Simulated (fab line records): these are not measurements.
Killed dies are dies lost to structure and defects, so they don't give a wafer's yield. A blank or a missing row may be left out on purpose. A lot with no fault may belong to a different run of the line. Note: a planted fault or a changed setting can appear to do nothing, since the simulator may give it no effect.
Comparing a struck lot with a sound one || flow n5 finfet || 16 steps out of a route of 1938
Sound: the wafers L808.3, L808.4, L808.5. Struck: wafer L792.4 (left out: L792.3, L792.6 of the same lot, which were not struck); the cause appears at the end.
For every step that has rows: the tool of each side, followed by ch and its chambers, followed by its first start. Under that, the readings that differ: sound wafers || struck wafers || difference of the means || sigmas: that difference in standard deviations of wafers without a fault.
alike: readings whose means differ by less than 2 such deviations, and words and numbers that are the same on both sides. not compared: withheld readings, readings that some wafer has no value for, bounds like >300 that may hide the same value, and numbers for which the record gives no deviation and whose values overlap.
Wherever a step has rows on one side only, a row that says differs or no value, or a row with sigmas, the two part there. Non-overlapping numbers with no deviation appear without sigmas and do not part them. A reading missing from all wafers of one side parts the sides only when that side holds two or more wafers.

first, 4 steps without rows for these wafers: N5_BEOL_M7_HM_STRIP_39 (strips TiN in peroxide tin strip, target depth 25 nm, time 158 s); N5_BEOL_M7_SRD_40 (time 30 s); N5_BEOL_M7_PRECLEAN_42 (cleans in residue remover, time 60 s); N5_BEOL_M7_SRD_43 (time 30 s).
N5_BEOL_M7_CD_MEAS_35 targets a cd of 40 nm.
  sound: cd sem-02 at day 14 05:43; struck: cd sem-01 at day 10 12:50
  alike: cd nm
N5_BEOL_M7_CURE_75: cures SiCOH lowk, time 120 s.
  sound on uv cure-02 ch 1, day 14 05:57; struck on uv cure-02 ch 2, day 10 12:59
  alike: lamp power pct, wafer_temp_C_max
N5_BEOL_M7_DEGAS_44: time 60 s.
  sound: pvd sputter-01 at day 14 06:28; struck: pvd sputter-02 at day 10 13:32
  alike: heater power w
N5_BEOL_M7_PRE_CLEAN_45: time 30 s.
  sound: pvd sputter-01 at day 14 06:31; struck: pvd sputter-02 at day 10 13:35
  alike: heater power w
N5_BEOL_M7_ALD_77: deposits TaN, target thk 2 nm, pulse time 2 s, purge time 3 s.
  sound on ald metal-02 ch 1,3, day 14 06:48; struck on ald metal-02 ch 2, day 10 13:39
{"reading": "heater power w (W)", "sound": "389 481 468", "struck": 309, "difference": -137, "sigmas": -3}
  alike: mfc carrier sccm
then, 3 steps without rows for these wafers: N5_BEOL_M7_SURFACE_TREAT_79; N5_BEOL_M7_CVD_78 (deposits Co from CCTBA/H2, target thk 2 nm, time 142.3 s); N5_BEOL_M7_SPUTTER_48 (material Cu, target thk 10 nm, time 1.667 s).
N5_BEOL_M7_ECD_50: material Cu, target thk 300 nm.
  sound on ecd cu-01 ch 0,1, day 14 09:34; struck on ecd cu-01 ch 0, day 10 14:32
{"reading": "model.Cu_of_BEOL_M7_ECD_50.thk nm (nm)", "sound": "298.2 304.2 301.4", "struck": 545, "difference": "+244", "sigmas": ""}
N5_BEOL_M7_ANNEAL_51: time 90 s.
  sound on rtp anneal-01 ch 0, day 14 09:45; struck on rtp anneal-01 ch 0, day 10 14:44
  alike: wafer_temp_C_max
N5_BEOL_M7_CMP_52: polishes, stops on SiCOH lowk, t overpolish 6.9 s, target thk 80 nm.
  sound on cmp-04 ch 0,1,3, day 14 10:02; struck on cmp-03 ch 1, day 10 14:59
{"reading": "time to endpoint s (s)", "sound": "61.4 64.0 61.6", "struck": 113.2, "difference": "+50.9", "sigmas": "+21"}
  alike: motor current A
N5_BEOL_M7_THK_MEAS_53: measures by xrf.
  sound: film metro-02 at day 14 10:16; struck: film metro-02 at day 10 15:15
  alike: M7_THK

== WHERE THEY PART ==
First at N5_BEOL_M7_ALD_77; last, within this record, at N5_BEOL_M7_CMP_52. Later steps at which nothing parts them and some readings are alike: N5_BEOL_M7_THK_MEAS_53.

WHY: what the simulator had put in
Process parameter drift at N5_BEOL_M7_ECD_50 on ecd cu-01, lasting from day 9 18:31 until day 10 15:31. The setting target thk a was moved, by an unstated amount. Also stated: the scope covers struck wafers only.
